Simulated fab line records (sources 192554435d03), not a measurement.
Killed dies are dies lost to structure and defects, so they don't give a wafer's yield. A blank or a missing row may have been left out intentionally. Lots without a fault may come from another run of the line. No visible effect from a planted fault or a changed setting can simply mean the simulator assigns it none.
Chamber matching	flow n5_finfet	N5_MOL_CONTACT_COAG_CMP_52 on cmp-03 has 4 sister chambers
The step polishes, stops on SiO2, t overpolish 1.5 s, target thk 66.5 nm. 27 wafers are shown with their chamber, then 12 later ones without.

== WAFERS PAIRED WITH THEIR CHAMBERS ==
wafer	chamber	motor_current_A (A)	platen_rpm (rpm)	time_to_endpoint_s (s)
L080.1	0	8.8	50.37	15.1
L080.2	2	9.6	50.29	13.4
L080.5	0	9.3	50.35	15.3
L081.1	3	15.3	50.30	14.9
L081.2	0	9.0	50.33	12.1
L081.5	1	13.5	50.30	12.2
L082.2	0	9.3	50.24	11.7
L082.4	2	9.3	50.30	12.2
L082.5	0	9.1	50.33	12.6
L084.1	2	9.5	50.28	17.7
L084.4	0	9.3	50.32	15.2
L084.5	1	13.3	50.28	14.3
L085.2	2	8.8	50.28	16.1
L085.5	3	14.0	50.33	16.1
L085.6	2	9.8	50.30	16.6
L086.1	2	9.7	50.29	14.5
L086.3	0	8.8	50.30	11.3
L086.4	1	13.6	50.32	11.8
L087.3	2	9.5	50.25	16.0
L087.5	1	13.4	50.32	12.7
L087.6	2	9.6	50.31	12.9
L090.1	1	13.3	50.27	13.1
L090.4	2	9.2	50.28	16.9
L090.5	0	9.0	50.25	11.3
L091.1	1	13.3	50.28	12.3
L091.4	3	14.4	50.34	11.0
L091.5	0	9.2	50.32	10.0

SIGNATURES (averages over the wafers above)
reading	chamber 0	chamber 1	chamber 2	chamber 3	scatter within a chamber
motor_current_A	9.089	13.400	9.444	14.567	0.298
platen_rpm	50.3122	50.2950	50.2867	50.3233	0.0298
time_to_endpoint_s	12.733	12.733	15.144	14.000	1.87
Rule: a wafer lies at a distance from a chamber equal to the root of the sum of squares, over the readings, of (its reading less the chamber's mean, divided by the reading's scatter). The wafer belongs to the nearest chamber; if the next one is less than 2 further off, it can't be placed. The scatter: take each reading less its chamber's mean, square it, sum over the shown wafers, divide by the number of wafers less the number of chambers, and take the root.

== WAFERS MISSING THEIR CHAMBER ==
wafer	motor_current_A (A)	platen_rpm (rpm)	time_to_endpoint_s (s)
L092.1	14.2	50.29	12.9
L092.4	13.7	50.32	13.8
L092.5	9.6	50.28	12.5
L094.1	13.7	50.27	12.0
L094.5	9.4	50.30	13.4
L094.6	14.6	50.33	11.8
L095.3	15.2	50.28	14.9
L095.5	9.2	50.35	14.1
L095.6	15.1	50.32	11.9
L097.2	8.6	50.30	11.4
L097.4	12.1	50.34	11.1
L097.6	14.7	50.29	9.9

== THE CHAMBER EACH PASSED THROUGH ==
wafer	from the rows above	in truth
L092.1	can't be placed: 3 or 1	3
L092.4	can't be placed: 1 or 3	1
L092.5	can't be placed: 2 or 0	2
L094.1	1	1
L094.5	can't be placed: 2 or 0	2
L094.6	3	3
L095.3	3	3
L095.5	can't be placed: 0 or 2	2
L095.6	3	3
L097.2	can't be placed: 0 or 2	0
L097.4	1	1
L097.6	3	3
Correct placement for 6 of the 12. Cannot be placed on the basis of these rows: 6; the candidates contain the true chamber in 6. Wrongly placed: 0.
